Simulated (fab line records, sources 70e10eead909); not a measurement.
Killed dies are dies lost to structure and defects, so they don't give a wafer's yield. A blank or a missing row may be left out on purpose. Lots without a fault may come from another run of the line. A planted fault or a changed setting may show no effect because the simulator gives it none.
fab line records | flow nand_harc
record lots=11 wafers=33 last_day=32
route steps=1302 shown A_CHANNEL_HOLE_D1@478 A_CHANNEL_FILL_D1@499 END@1302
lots that met no fault: from a run of the same line without faults
start_h: hours from the record's first day to the start of the lot's first wafer shown | wait_h: hours since the lot's step before | " the same as in the row above | L1.1+2: a row that stands for several wafers | - no value, or no start given | * or withheld: withheld | < > ~ a bound
route shown NAME@n: a module of which the file shows steps, and the number in the route of the first | usual: mean/standard deviation of fault-free wafers | same: alike in all rows | chamber/n: place in a boat | sites: the reading at each site | _std_site: their standard deviation | _edge_site: outer sites' mean less inner sites' | radius_mm: how far each site lies from the wafer's centre | mask NAME#n: copy n | behind: the tool/chamber that last shaped the wafer | hold: why the lot was held/for how many hours/how that ended | device: the transistor (n, p or np) that didn't switch | end of line: the same wafers' tests at the end of the route | a step without rows: its recipe alone | killed: dies lost to structure and defects at the first sort, not the wafer's yield | map: a wafer's dies, x killed, . not, _ none there
set.NAME: the setting as run; set.NAME@STEP: as run at that earlier step | model.NAME: the simulator's own value behind a step, which no gauge read
steps of the route over a sample of lots; a table a step, a row a wafer
services: from which hour (start_h, from the record's first day; less than 0 if before it) a tool's chamber was out of use, for how many hours, and why
## steps
# step NHARC_A_CHANNEL_HOLE_D1_ETCH_26
# recipe bias_v=300 source_w=2000 pressure_mtorr=30 time_s=224.1 ar_flow_sccm=375 c4f8_flow_sccm=11.4 o2_flow_sccm=113.6 temp_c=-20 target_depth_a=3000 chemistry=C4F8/O2/Ar
# usual drypump_motor_current_A=6.1/0.45 showerhead_plenum_p_Torr=3.65/0.11 throttle_valve_pct=24.583/0.0087
# columns lot.wafer tool chamber start_h wait_h drypump_motor_current_A rf_hours_counter_h showerhead_plenum_p_Torr throttle_valve_pct
L467.2 har_etch-02 1 202.35 0.6 5.6 305 3.57 24.578
L467.3 " 1 " " 5.7 - 3.57 24.590
L467.6 " 1 " " 5.7 - 3.57 24.582
L469.4 har_etch-01 1 219.28 0.5 6.4 - 3.77 24.588
L469.3 " 0 " " 6.5 - 3.57 24.595
L469.6 " 0 " " 6.6 - 3.57 24.566
L468.2 har_etch-02 1 223.41 0.7 5.6 313 3.56 24.585
L468.3 " 1 " " 5.6 - 3.56 24.588
L468.4 " 0 " " 5.5 - 3.71 24.577
L477.1 har_etch-02 1 304.69 0.7 5.7 359 3.54 24.593
L477.4 " 0 " " 5.5 - 3.69 24.572
L477.6 " 1 " " 5.7 - 3.54 24.587
L478.1 har_etch-01 0 308.95 0.6 6.5 165 3.54 24.581
L478.4 " 1 " " 6.4 - 3.74 24.570
L478.6 " 1 " " 6.4 - 3.74 24.587
L480.4 har_etch-02 0 336.58 0.5 5.5 - 3.68 24.570
L480.5 " 0 " " 5.5 - 3.68 24.570
L480.6 " 1 " " 5.6 - 3.53 24.587
L482.4 har_etch-01 0 367.72 0.5 6.5 - 3.52 24.599
L482.3 " 1 " " 6.4 - 3.72 24.580
L482.5 " 1 " " 6.4 - 3.72 24.591
L483.1 har_etch-02 1 370.31 0.6 5.6 397 3.52 24.588
L483.3 " 1 " " 5.7 - 3.52 24.584
L483.5 " 0 " " 5.5 - 3.67 24.573
L485.1 har_etch-01 1 396.15 0.7 6.4 218 3.71 24.571
L485.4 " 1 " " 6.4 - 3.71 24.590
L485.3 " 0 " " 6.5 - 3.51 24.584
L487.3 har_etch-02 0 402.12 0.4 5.5 - 3.66 24.592
L487.5 " 1 " " 5.7 - 3.99 24.599
L487.6 " 0 " " 5.5 - 3.66 24.581
L488.1 har_etch-02 1 410.41 0.6 5.6 15 3.98 24.573
L488.4 " 0 " " 5.5 - 3.66 24.582
L488.3 " 1 " " 5.7 - 3.98 24.574
# step NHARC_A_CHANNEL_HOLE_D1_ETCH_44
# recipe target_depth_a=1400 overetch_a=140 time_s=77 ion_energy_ev=100 cf4_flow_sccm=80 o2_flow_sccm=20 ar_flow_sccm=0 rf_w=300 bias_w=100 chemistry=CF4/O2
# usual bias_w=100.03/0.29 drypump_motor_current_A=5.9/0.38 oes_product_au=1.005/0.012 rf_vpp_V=196.8/1.1 showerhead_plenum_p_Torr=1.28/0.038 throttle_valve_pct=13.397/0.0088
# columns lot.wafer tool chamber start_h wait_h bias_w drypump_motor_current_A oes_product_au rf_hours_counter_h rf_vpp_V showerhead_plenum_p_Torr throttle_valve_pct
L467.3 rie_diel-01 2 203.27 0.1 99.51 6.7 0.990 55 199.6 1.43 13.394
L467.2 " 3 " " 100.01 5.7 1.013 61 196.7 1.33 13.397
L467.6 " 0 " " 99.89 5.9 0.998 - 198.1 1.40 13.405
L469.3 rie_diel-06 0 220.30 0.1 100.11 5.7 0.993 27 197.1 1.26 13.394
L469.4 " 1 " " 100.01 6.0 1.004 28 197.2 1.25 13.391
L469.6 " 0 " " 99.80 5.8 0.997 - 196.4 1.26 13.394
L468.4 rie_diel-10 3 224.37 0.1 99.76 5.4 1.017 13 196.2 1.26 13.389
L468.2 " 0 " " 100.01 5.8 1.010 13 197.1 1.29 13.397
L468.3 " 2 " " 99.86 5.9 1.013 14 196.1 1.27 13.392
L477.1 rie_diel-10 0 305.64 0.1 100.39 5.8 0.999 5 197.6 1.29 13.409
L477.4 " 2 " " 100.23 5.9 1.001 6 196.2 1.27 13.391
L477.6 " 0 " " 100.00 5.8 1.005 - 198.2 1.29 13.406
L478.4 rie_diel-01 2 309.94 0.1 100.19 6.7 0.973 31 199.6 1.43 13.396
L478.1 " 0 " " 100.19 5.8 1.010 29 197.7 1.39 13.395
L478.6 " 3 " " 100.57 5.7 0.991 - 197.2 1.33 13.395
L480.4 rie_diel-10 0 337.59 0.1 100.25 5.8 1.010 7 197.9 1.29 13.401
L480.6 " 2 " " 100.28 5.9 0.998 - 195.8 1.27 13.406
L480.5 " 3 " " 100.40 5.4 1.007 - 196.8 1.26 13.384
L482.3 rie_diel-10 3 368.60 0.0 100.28 5.4 1.012 10 195.8 1.25 13.392
L482.4 " 1 " " 100.36 6.4 1.000 11 196.3 1.29 13.367
L482.5 " 3 " " 99.80 5.4 1.002 - 196.9 1.26 13.417
L483.1 rie_diel-10 1 371.25 0.1 99.94 6.4 1.013 11 197.6 1.29 13.394
L483.3 " 2 " " 99.83 5.9 0.999 12 196.9 1.27 13.385
L483.5 " 0 " " 99.91 5.8 0.992 - 197.8 1.29 13.389
L485.1 rie_diel-10 3 397.26 0.1 100.39 5.4 0.999 12 196.7 1.25 13.417
L485.3 " 0 " " 100.00 5.8 0.990 12 196.0 1.28 13.402
L485.4 " 1 " " 100.42 6.4 1.015 13 196.6 1.29 13.389
L487.3 rie_diel-10 0 402.99 0.1 100.22 5.8 0.978 13 196.0 1.28 13.391
L487.6 " 1 " " 99.80 6.4 1.021 - 196.9 1.29 13.380
L487.5 " 2 " " 100.15 5.9 1.007 - 195.2 1.27 13.381
L488.4 rie_diel-10 2 411.32 0.1 99.99 5.9 0.992 15 196.4 1.27 13.394
L488.3 " 0 " " 100.18 5.8 0.990 13 196.7 1.28 13.397
L488.1 " 1 " " 100.30 6.4 1.009 15 196.7 1.29 13.404
# step NHARC_A_CHANNEL_FILL_D1_ETCHBACK_19
# recipe target_depth_a=50 time_s=1.7 hbr_flow_sccm=150 cl2_flow_sccm=50 rf_w=400 icp_w=400 bias_w=100 chemistry=HBr/Cl2
# usual bias_w=100.02/0.3 drypump_motor_current_A=5.8/0.32 oes_product_au=0.993/0.015 throttle_valve_pct=26.405/0.0088
# columns lot.wafer tool chamber start_h wait_h bias_w drypump_motor_current_A oes_product_au rf_hours_counter_h throttle_valve_pct
L467.2 rie_si-05 2 230.15 0.4 99.98 5.8 1.002 0.5 26.403
L467.3 " 0 " " 99.48 5.4 0.972 0.6 26.405
L467.6 " 2 " " 100.00 5.8 1.004 - 26.416
L469.4 rie_si-05 0 249.30 0.4 99.89 5.4 0.985 0.7 26.405
L469.3 " 2 " " 100.23 5.8 1.006 0.6 26.414
L469.6 " 1 " " 100.24 5.8 0.992 - 26.402
L468.3 rie_si-02 3 249.31 0.4 100.32 6.3 0.990 0.8 26.409
L468.2 " 0 " " 100.06 5.6 1.003 0.8 26.384
L468.4 " 1 " " 99.94 5.7 0.981 0.8 26.397
L477.1 rie_si-04 1 331.90 0.4 100.23 6.0 1.011 1.2 26.403
L477.4 " 3 " " 100.13 5.3 0.985 1.0 26.395
L477.6 " 1 " " 100.17 5.9 1.011 - 26.410
L478.1 rie_si-02 1 335.24 0.4 99.69 5.7 0.996 0.3 26.404
L478.4 " 2 " " 100.52 6.2 1.013 0.4 26.422
L478.6 " 0 " " 100.28 5.6 1.001 - 26.410
L480.4 rie_si-04 3 363.63 0.4 99.17 5.3 0.997 0.1 26.403
L480.6 " 0 " " 99.95 5.9 0.994 - 26.387
L480.5 " 1 " " 99.90 5.9 0.987 - 26.405
L483.1 rie_si-02 1 393.79 0.4 100.47 5.7 0.987 0.5 26.396
L483.3 " 2 " " 99.75 6.2 1.003 0.6 26.411
L483.5 " 0 " " 99.90 5.6 0.996 - 26.388
L482.3 rie_si-04 2 393.80 0.4 99.94 5.6 0.976 0.3 26.392
L482.4 " 3 " " 99.71 5.3 1.003 0.3 26.409
L482.5 " 0 " " 100.59 5.9 0.988 - 26.407
L487.3 rie_si-05 0 425.33 0.4 99.91 5.4 1.009 0.5 26.415
L487.5 " 0 " " 100.07 5.5 1.005 - 26.394
L487.6 " 1 " " 99.80 5.8 1.022 - 26.399
L485.1 rie_si-04 2 425.33 0.4 100.20 5.6 0.987 0.4 26.417
L485.3 " 0 " " 99.88 5.9 0.975 0.5 26.418
L485.4 " 1 " " 99.82 6.0 1.004 - 26.408
L488.1 rie_si-02 3 436.70 0.4 100.40 6.3 0.969 0.8 26.387
L488.4 " 0 " " 100.35 5.6 0.998 0.8 26.399
L488.3 " 1 " " 100.09 5.7 0.983 0.8 26.412
# step NHARC_A_CHANNEL_FILL_D1_STRIP_29
# recipe time_s=20 o2_flow_sccm=500 ar_flow_sccm=0 bias_w=0 chemistry=O2
# usual bias_w=0/0 chamber_pressure_mTorr=60.01/0.051 drypump_motor_current_A=5.8/0.35 oes_product_au=0.995/0.012 rf_vpp_V=57.8/0.89 showerhead_plenum_p_Torr=3.53/0.14 throttle_valve_pct=17.037/0.0092
# columns lot.wafer tool chamber start_h wait_h bias_w chamber_pressure_mTorr drypump_motor_current_A oes_product_au rf_hours_counter_h rf_vpp_V showerhead_plenum_p_Torr throttle_valve_pct
L467.3 rie_diel-07 3 247.77 - - - - - - - - -
L467.2 " 0 " " - - - - - - - -
L467.6 " 1 " " - - - - - - - -
L469.4 rie_diel-07 3 267.02 - - - - - - - - -
L469.3 " 0 " " - - - - - - - -
L469.6 " 3 " " - - - - - - - -
L468.2 rie_diel-03 0 267.65 0.1 - - - - - - - -
L468.3 " 2 " " - - - - - - - -
L468.4 " 1 " " - - - - - - - -
L477.1 rie_diel-07 2 349.83 - 0 59.92 6.2 0.995 2.3 57.2 3.37 17.033
L477.4 " 3 " " 0 60.02 5.8 0.995 2.6 58.4 3.66 17.043
L477.6 " 3 " " 0 60.08 5.8 0.990 - 58.0 3.66 17.023
L478.4 rie_diel-07 3 352.94 - 0 60.03 5.8 0.978 2.6 57.8 3.66 17.034
L478.1 " 0 " " 0 59.93 5.4 0.980 2.8 56.1 3.52 17.037
L478.6 " 2 " " 0 60.07 6.2 0.992 - 57.7 3.37 17.041
L480.4 rie_diel-07 3 381.47 - 0 59.96 5.8 0.979 3.5 58.0 3.66 17.041
L480.5 " 0 " " 0 60.05 5.4 0.992 - 57.4 3.52 17.038
L480.6 " 1 " " 0 60.12 6.0 1.006 - 58.3 3.61 17.031
L483.1 rie_diel-03 2 414.01 - 0 60.03 5.6 1.004 7.1 58.3 3.36 17.046
L483.3 " 3 " " 0 60.02 5.8 1.019 6.6 56.2 3.39 17.035
L483.5 " 2 " " 0 60.00 5.6 0.998 - 57.4 3.36 17.037
L482.4 rie_diel-13 2 414.14 - 0 60.08 5.4 0.998 2.4 58.7 3.77 17.029
L482.3 " 3 " " 0 59.98 5.7 1.008 2.4 58.1 3.47 17.025
L482.5 " 0 " " 0 60.11 5.3 1.006 - 57.5 3.30 17.036
L485.4 rie_diel-07 1 443.00 - 0 60.01 6.0 1.007 6.1 59.2 3.60 17.027
L485.3 " 2 " " 0 59.97 6.3 0.998 6.8 56.6 3.37 17.039
L485.1 " 0 " " 0 59.97 5.4 0.985 7.4 57.7 3.52 17.034
L487.3 rie_diel-13 1 443.16 0.1 0 59.99 6.2 1.001 4.1 59.6 3.71 17.044
L487.6 " 2 " " 0 60.05 5.4 1.004 - 57.6 3.77 17.030
L487.5 " 1 " " 0 59.90 6.2 0.990 - 59.0 3.71 17.048
L488.1 rie_diel-03 3 454.60 0.1 0 60.03 5.8 0.991 9.0 57.0 3.39 17.033
L488.3 " 2 " " 0 59.98 5.6 0.992 9.6 58.4 3.36 17.038
L488.4 " 0 " " 0 59.95 6.7 1.009 - 55.9 3.58 17.042
# step NHARC_END_SORT_01
# recipe temp_c=25
# usual killed_at_array=54/12 killed_at_other=0.7/1.1 killed_at_periphery=3.9/2.8 killed_dies=59/13 killed_open=3.4/2 killed_short=2.5/1.7
# same gross_dies=677
# columns lot.wafer tool chamber start_h wait_h killed_at_array killed_at_other killed_at_periphery killed_dies killed_open killed_short
L469.3 prober-02 0 600.97 3.1 38 1 4 43 3 2
L469.4 prober-02 0 601.76 3.4 43 0 1 44 2 3
L469.6 prober-02 0 603.36 4.0 42 1 1 44 1 3
L478.1 prober-02 0 680.23 2.5 38 0 1 39 2 3
L478.4 prober-02 0 682.61 3.4 44 4 4 52 3 5
L478.6 prober-02 0 684.19 4.0 30 0 6 36 3 2
L477.1 prober-01 0 680.27 2.5 68 0 4 72 6 3
L477.4 prober-01 0 682.69 3.4 81 0 2 83 9 2
L477.6 prober-01 0 684.31 4.0 67 0 1 68 4 0
# killed by level:class
L469.3 A_SLIT:chamber_film_flake=19 A_CHANNEL_HOLE_D2:chamber_film_flake=5 A_CONTACT:chamber_film_flake=5 A_STAIRCASE:chamber_film_flake=3 A_ONON_D1:geometric_particle:short=2 P_GATE:chamber_film_flake=2 A_CHANNEL_HOLE_D1:chamber_film_flake=2 P_CONTACT:geometric_particle:open=1
L469.4 A_SLIT:chamber_film_flake=23 A_CHANNEL_HOLE_D2:chamber_film_flake=7 A_CONTACT:chamber_film_flake=5 A_CHANNEL_HOLE_D1:chamber_film_flake=3 P_GATE:geometric_particle:open=1 A_CHANNEL_FILL_D1:geometric_particle:short=1 A_CHANNEL_FILL_D2:geometric_particle:open=1 A_CHANNEL_FILL_D2:geometric_particle:short=1
L469.6 A_SLIT:chamber_film_flake=17 A_CHANNEL_HOLE_D2:chamber_film_flake=12 A_CONTACT:chamber_film_flake=7 A_CHANNEL_HOLE_D1:chamber_film_flake=3 P_CONTACT:geometric_particle:open=1 A_CHANNEL_FILL_D1:geometric_particle:short=1 A_SGD_CUT:geometric_particle:short=1 A_BLC:geometric_particle:short=1
L478.1 A_CHANNEL_HOLE_D2:chamber_film_flake=19 A_CHANNEL_HOLE_D1:chamber_film_flake=5 A_WL_FILL:chamber_film_flake=5 A_STAIRCASE:chamber_film_flake=3 A_CHANNEL_HOLE_D1:geometric_particle:short=1 A_CHANNEL_FILL_D2:geometric_particle:short=1 A_SGD_CUT:geometric_particle:open=1 A_WL_FILL:geometric_particle:short=1
L477.1 A_SLIT:chamber_film_flake=32 A_CHANNEL_HOLE_D1:chamber_film_flake=25 A_STAIRCASE:chamber_film_flake=5 A_ONON_D2:geometric_particle:open=2 P_M0:geometric_particle:short=1 P_M0:geometric_particle:open=1 P_M2:geometric_particle:short=1 P_M2:geometric_particle:open=1
L478.4 A_CHANNEL_HOLE_D2:chamber_film_flake=19 A_CHANNEL_HOLE_D1:chamber_film_flake=7 A_SLIT:chamber_film_flake=7 P_CONTACT:chamber_film_flake=3 THIN_TSV:chamber_film_flake=3 A_CHANNEL_FILL_D1:geometric_particle:short=2 A_STAIRCASE:chamber_film_flake=2 P_BONDPAD:geometric_particle:open=1
L477.4 A_SLIT:chamber_film_flake=36 A_CHANNEL_HOLE_D1:chamber_film_flake=28 A_STAIRCASE:chamber_film_flake=3 A_CHANNEL_FILL_D2:geometric_particle:open=2 A_SGD_CUT:geometric_particle:open=2 P_ZERO_WELL:chamber_film_flake=2 A_SOURCE_PLATE:geometric_particle:open=1 A_ONON_D1:geometric_particle:open=1
L478.6 A_CHANNEL_HOLE_D2:chamber_film_flake=13 A_CHANNEL_HOLE_D1:chamber_film_flake=6 P_CONTACT:chamber_film_flake=4 A_SLIT:chamber_film_flake=4 A_WL_FILL:chamber_film_flake=3 P_M1:geometric_particle:open=1 A_ONON_D1:geometric_particle:short=1 A_CHANNEL_HOLE_D1:geometric_particle:open=1
L477.6 A_SLIT:chamber_film_flake=31 A_CHANNEL_HOLE_D1:chamber_film_flake=23 A_STAIRCASE:chamber_film_flake=4 A_CONTACT:chamber_film_flake=3 A_WL_FILL:chamber_film_flake=2 A_CHANNEL_HOLE_D1:geometric_particle:open=1 A_CHANNEL_FILL_D1:geometric_particle:open=1 A_DECK1_JOINT:geometric_particle:open=1
## services
# columns tool chamber start_h hours kind
rie_si-05 3 188.08 6.6 repair
har_etch-01 - 193.19 1.4 repair
rie_diel-07 2 193.80 30.6 repair
rie_diel-10 1 210.27 10.1 repair
rie_si-04 3 214.54 1.3 repair
rie_si-02 - 223.20 0.6 repair
rie_diel-07 1 223.24 3.7 repair
rie_diel-10 - 242.50 9.0 pm
rie_diel-10 3 264.24 5.9 repair
rie_diel-07 0 271.91 10.5 repair
rie_diel-10 0 275.42 4.9 repair
rie_si-02 - 277.00 9.0 pm
rie_diel-07 0 286.71 9.7 repair
rie_diel-10 - 292.27 0.9 repair
rie_diel-07 - 294.20 9.0 pm
rie_si-04 1 310.54 9.6 repair
rie_si-04 - 342.00 9.0 pm
har_etch-02 - 377.00 17.0 pm
rie_diel-07 1 407.14 6.4 repair
rie_diel-10 - 419.65 9.0 pm
rie_si-04 3 422.64 2.9 repair
rie_diel-07 1 429.36 5.2 repair
rie_diel-07 3 451.11 4.0 repair
rie_si-02 - 454.00 9.0 pm
## key
first_sign step=NHARC_A_CHANNEL_FILL_D1_STRIP_29 reading=tool_record direction=missing
effect none on later readings
met_at NHARC_A_CHANNEL_FILL_D1_STRIP_29
struck_lots L467,L468,L469
tester_left_out L467,L468,L469
not_acting_at NHARC_A_CHANNEL_HOLE_D1_ETCH_26,NHARC_A_CHANNEL_HOLE_D1_ETCH_44,NHARC_A_CHANNEL_FILL_D1_ETCHBACK_19
fault kind=skipped_step_whole tool=rie_diel-03,rie_diel-07 chamber=- onset_h=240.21 steps=NHARC_A_CHANNEL_FILL_D1_STRIP_29 scope=struck_lots_only
# tester_left_out: of these lots the tester's yield and bins aren't shown, on N5 and GAA mostly nor the transistor test; their killed dies are dies lost to structure and defects alone, not to doping, threshold or leakage, so they don't give the yield
